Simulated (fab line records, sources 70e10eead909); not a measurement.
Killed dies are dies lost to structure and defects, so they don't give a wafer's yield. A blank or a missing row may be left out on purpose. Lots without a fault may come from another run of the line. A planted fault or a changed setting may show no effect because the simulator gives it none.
A struck lot beside a sound one | flow nand_harc | 40 steps out of a route of 1302
Sound: wafers L943.2, L943.3, L943.6. Struck: wafers L958.1, L958.4, L958.5. The cause comes at the end.
At each step with rows: each side's tool, then ch and its chambers, then its first start. Under that, the readings that differ: sound wafers | struck wafers | difference of the means | sigmas: that difference in standard deviations of wafers without a fault.
alike: readings whose means differ by less than 2 such deviations, and words and numbers that are the same on both sides. not compared: withheld readings, readings that some wafer has no value for, bounds like >300 that may hide the same value, and numbers for which the record gives no deviation and whose values overlap.
The two part at a step that has a row with sigmas, a row that says differs or no value, or rows on one side only. Numbers that don't overlap but have no deviation are shown without sigmas and don't part them. A reading that every wafer of one side lacks parts them only if that side has two wafers or more.

NHARC_A_BONDPAD_ETCH_34: etches the open film in N2/H2, target depth 60 nm, overetch 18 nm, time 65.91 s.
  sound on rie_diel-05 ch 0,1,2, day 23 10:19; struck on rie_diel-03 ch 0,2,3, day 29 12:53
  alike: drypump_motor_current_A, mfc_ar_sccm, oes_product_au, rf_vpp_V, showerhead_plenum_p_Torr, throttle_valve_pct
  not compared: rf_hours_counter_h
NHARC_A_BONDPAD_ETCH_12: etches the open film in CHF3/O2, target depth 220 nm, time 110 s.
  sound on rie_diel-05 ch 0,2,3; struck on rie_diel-03 ch 1,2,3
  reading               | sound             | struck            | difference | sigmas
  oes_product_au (a.u.) | 0.926 0.912 0.921 | 0.986 0.993 0.955 | +0.058     | +2
  alike: drypump_motor_current_A, mfc_ar_sccm, rf_vpp_V, showerhead_plenum_p_Torr, throttle_valve_pct
  not compared: rf_hours_counter_h
NHARC_A_BONDPAD_CD_MEAS_13:
  sound on cd_sem-03, day 23 10:33; struck on cd_sem-01, day 29 13:07
  reading    | sound             | struck            | difference | sigmas
  cd_nm (nm) | 497.5 496.3 494.5 | 503.8 502.0 502.3 | +6.6       | +3
then, 3 steps without rows for these wafers: NHARC_A_BONDPAD_STRIP_15 (strips in O2); NHARC_A_BONDPAD_ETCH_24 (etches the open film in CF4/N2, target depth 30 nm, time 72.99 s); NHARC_A_BONDPAD_STRIP_16 (strips in post etch residue remover, time 600 s).
NHARC_A_BONDPAD_DEGAS_25: time 60 s.
  sound on pvd_sputter-02, day 23 11:11; struck on pvd_sputter-02, day 29 13:44
  alike: heater_power_w
then, 4 steps without rows for these wafers: NHARC_A_BONDPAD_PRE_CLEAN_26 (time 30 s); NHARC_A_BONDPAD_PVD_17 (deposits TaN, target thk 5 nm, time 8.06 s); NHARC_A_BONDPAD_PVD_27 (deposits Cu, target thk 30 nm, time 20.49 s); NHARC_A_BONDPAD_ECD_18 (material Cu, target thk 400 nm).
NHARC_A_BONDPAD_ANNEAL_28: time 90 s.
  sound on rtp_anneal-02 ch 0, day 23 11:58; struck on rtp_anneal-02 ch 0, day 29 14:28
  alike: anneal_temp_c_max, wafer_temp_C_max
NHARC_A_BONDPAD_CMP_19: polishes, t overpolish 30 s, cu recess touch 16 s, target thk 169.82 nm.
  sound on cmp-01 ch 0,2, day 23 12:15; struck on cmp-02 ch 1,3, day 29 14:50
  alike: motor_current_A, overpolish_run_s
NHARC_A_BONDPAD_THK_MEAS_20: measures by xrf.
  sound on film_metro-02, day 23 12:34; struck on film_metro-02, day 29 15:08
  alike: thk_nm
then, 1 step without rows for these wafers: NHARC_A_BONDPAD_SRD_21 (time 30 s, dry time 20 s).
NHARC_A_BONDPAD_INSPECT_23:
  sound on defect_inspect-01, day 23 12:47; struck on defect_inspect-01, day 29 15:20
  alike: raw_defect_count
NHARC_HYBRID_BOND_ACTIVATE_00: chemistry N2, time 60 s.
  sound on rie_diel-01 ch 1,3, day 23 12:51; struck on rie_diel-10 ch 0,2, day 29 15:25
  reading               | sound             | struck            | difference | sigmas
  oes_product_au (a.u.) | 0.985 0.993 0.995 | 1.023 1.012 1.019 | +0.027     | +3
  alike: drypump_motor_current_A, mfc_ar_sccm, rf_vpp_V, showerhead_plenum_p_Torr
  not compared: rf_hours_counter_h
then, 4 steps without rows for these wafers: NHARC_HYBRID_BOND_PRECLEAN_01 (cleans in DIW, time 300 s); NHARC_HYBRID_BOND_SRD_02 (time 30 s, dry time 20 s); NHARC_HYBRID_BOND_BOND_03; NHARC_HYBRID_BOND_ANNEAL_04 (time 7200 s).
NHARC_HYBRID_BOND_OVL_MEAS_05:
  sound on overlay-02, day 23 22:17; struck on overlay-02, day 30 00:52
  alike: overlay_x_nm, overlay_y_nm
then, 2 steps without rows for these wafers: NHARC_THIN_TSV_GRIND_00; NHARC_THIN_TSV_CMP_01 (polishes).
NHARC_THIN_TSV_THK_MEAS_02: measures by ir.
  sound on film_metro-02, day 23 23:59; struck on film_metro-02, day 30 02:32
  alike: thk_nm
then, 12 steps without rows for these wafers: NHARC_THIN_TSV_SRD_03; NHARC_THIN_TSV_PRECLEAN_41 (cleans in SC1); NHARC_THIN_TSV_SRD_42; NHARC_THIN_TSV_DEP_43 (deposits SiO2, target thk 1328.5 nm); NHARC_THIN_TSV_DEHYDRATE_04 (time 120 s); NHARC_THIN_TSV_HMDS_05 (time 30 s); NHARC_THIN_TSV_COAT_06; NHARC_THIN_TSV_SOFTBAKE_07 (time 95 s); NHARC_THIN_TSV_EBR_08; NHARC_THIN_TSV_EXPOSE_09 (exposes mask TSV); NHARC_THIN_TSV_PEB_10 (peb time 85 s); NHARC_THIN_TSV_DEVELOP_11 (time 70 s).
NHARC_THIN_TSV_CD_MEAS_12: target cd 1000 nm.
  sound on cd_sem-03 ch 0, day 24 01:03; struck on cd_sem-01 ch 0, day 30 03:28
  alike: cd_nm
then, 1 step without rows for these wafers: NHARC_THIN_TSV_HARDBAKE_13 (time 80 s).
NHARC_END_SORT_01:
  sound on prober-01 ch 0, day 24 19:47; struck on prober-01 ch 0, day 30 19:08
  reading                  | sound          | struck         | difference | sigmas
  defect_limited_yield (%) | 88.3 90.0 89.5 | 55.2 54.2 52.7 | -35.2      | -13
  killed_at_array          | 77 65 67       | 299 307 317    | +238       | +13
  killed_dies              | 79 68 71       | 303 310 320    | +238       | +13
  alike: killed_at_other, killed_at_periphery, killed_open, killed_short

WHERE THEY PART
First at NHARC_A_BONDPAD_ETCH_12; last, within this record, at NHARC_END_SORT_01.

WHY: what the simulator had put in
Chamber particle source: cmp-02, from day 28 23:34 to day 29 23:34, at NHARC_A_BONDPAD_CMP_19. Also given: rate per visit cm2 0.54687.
